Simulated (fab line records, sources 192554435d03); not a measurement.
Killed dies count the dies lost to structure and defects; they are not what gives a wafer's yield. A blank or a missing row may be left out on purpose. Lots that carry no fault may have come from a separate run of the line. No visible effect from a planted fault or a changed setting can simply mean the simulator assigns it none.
Matching of chambers :: flow n5-finfet :: 4 sister chambers for N5_MOL_CONTACT_COAG_ETCH_65 on rie-diel-02
The step etches underlayer in N2/H2, target depth 13 nm, time 10.4 s. 14 wafers are shown with their chamber, then 7 later ones without.

WAFERS, EACH WITH ITS CHAMBER
wafer: L079.3
chamber: 1
showerhead-plenum-p-Torr (Torr): 2.68
throttle-valve-pct (%): 17.68
oes-product-au (a.u.): 0.72

wafer: L079.4
chamber: 0
showerhead-plenum-p-Torr (Torr): 2.71
throttle-valve-pct (%): 17.55
oes-product-au (a.u.): 0.76

wafer: L079.6
chamber: 2
showerhead-plenum-p-Torr (Torr): 2.51
throttle-valve-pct (%): 18.11
oes-product-au (a.u.): 0.58

wafer: L081.1
chamber: 1
showerhead-plenum-p-Torr (Torr): 2.68
throttle-valve-pct (%): 17.70
oes-product-au (a.u.): 0.72

wafer: L081.3
chamber: 2
showerhead-plenum-p-Torr (Torr): 2.51
throttle-valve-pct (%): 18.13
oes-product-au (a.u.): 0.58

wafer: L081.6
chamber: 0
showerhead-plenum-p-Torr (Torr): 2.71
throttle-valve-pct (%): 17.59
oes-product-au (a.u.): 0.75

wafer: L083.1
chamber: 2
showerhead-plenum-p-Torr (Torr): 2.51
throttle-valve-pct (%): 18.13
oes-product-au (a.u.): 0.58

wafer: L083.3
chamber: 1
showerhead-plenum-p-Torr (Torr): 2.68
throttle-valve-pct (%): 17.69
oes-product-au (a.u.): 0.70

wafer: L083.5
chamber: 1
showerhead-plenum-p-Torr (Torr): 2.68
throttle-valve-pct (%): 17.72
oes-product-au (a.u.): 0.71

wafer: L089.1
chamber: 2
showerhead-plenum-p-Torr (Torr): 2.50
throttle-valve-pct (%): 18.16
oes-product-au (a.u.): 0.57

wafer: L089.2
chamber: 1
showerhead-plenum-p-Torr (Torr): 2.67
throttle-valve-pct (%): 17.72
oes-product-au (a.u.): 0.70

wafer: L089.5
chamber: 1
showerhead-plenum-p-Torr (Torr): 2.68
throttle-valve-pct (%): 17.73
oes-product-au (a.u.): 0.69

wafer: L090.1
chamber: 1
showerhead-plenum-p-Torr (Torr): 2.67
throttle-valve-pct (%): 17.74
oes-product-au (a.u.): 0.70

wafer: L090.4
chamber: 3
showerhead-plenum-p-Torr (Torr): 2.64
throttle-valve-pct (%): 17.80
oes-product-au (a.u.): 0.63

SIGNATURES (averages over the wafers above)
reading: showerhead-plenum-p-Torr
chamber 0: 2.7100
chamber 1: 2.6771
chamber 2: 2.5075
chamber 3: 2.6400
scatter within a chamber: 0.00467

reading: throttle-valve-pct
chamber 0: 17.5700
chamber 1: 17.7114
chamber 2: 18.1325
chamber 3: 17.8000
scatter within a chamber: 0.0223

reading: oes-product-au
chamber 0: 0.7550
chamber 1: 0.7057
chamber 2: 0.5775
chamber 3: 0.6300
scatter within a chamber: 0.00947
Rule: for each reading, subtract the chamber's mean from the wafer's reading, divide by that reading's scatter and square the result; add these up over the readings and take the root, which gives the wafer's distance from the chamber. The wafer belongs to the nearest chamber; if the next one is less than 2 further off, it can't be placed. The scatter is the square root of a quotient: the sum, over the shown wafers, of each reading's squared deviation from its chamber's mean, divided by wafers minus chambers.

WAFERS WITH NO CHAMBER GIVEN
wafer: L090.5
showerhead-plenum-p-Torr (Torr): 2.67
throttle-valve-pct (%): 17.74
oes-product-au (a.u.): 0.70

wafer: L092.1
showerhead-plenum-p-Torr (Torr): 2.63
throttle-valve-pct (%): 17.81
oes-product-au (a.u.): 0.62

wafer: L092.3
showerhead-plenum-p-Torr (Torr): 2.70
throttle-valve-pct (%): 17.64
oes-product-au (a.u.): 0.73

wafer: L092.5
showerhead-plenum-p-Torr (Torr): 2.67
throttle-valve-pct (%): 17.72
oes-product-au (a.u.): 0.69

wafer: L096.1
showerhead-plenum-p-Torr (Torr): 2.50
throttle-valve-pct (%): 17.73
oes-product-au (a.u.): 0.83

wafer: L096.2
showerhead-plenum-p-Torr (Torr): 2.67
throttle-valve-pct (%): 17.74
oes-product-au (a.u.): 0.67

wafer: L096.3
showerhead-plenum-p-Torr (Torr): 2.69
throttle-valve-pct (%): 17.63
oes-product-au (a.u.): 0.70

WHICH CHAMBER EACH ONE RAN IN
wafer: L090.5
from the rows above: 1
in truth: 1

wafer: L092.1
from the rows above: 3
in truth: 3

wafer: L092.3
from the rows above: can't be placed: 0 or 1
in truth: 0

wafer: L092.5
from the rows above: 1
in truth: 1

wafer: L096.1
from the rows above: 2
in truth: 2

wafer: L096.2
from the rows above: 1
in truth: 1

wafer: L096.3
from the rows above: 1
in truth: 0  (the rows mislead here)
5 of 7 placed correctly. Not placeable from these rows: 1 (in 1, the candidates include the true chamber). Wrongly placed: 1.
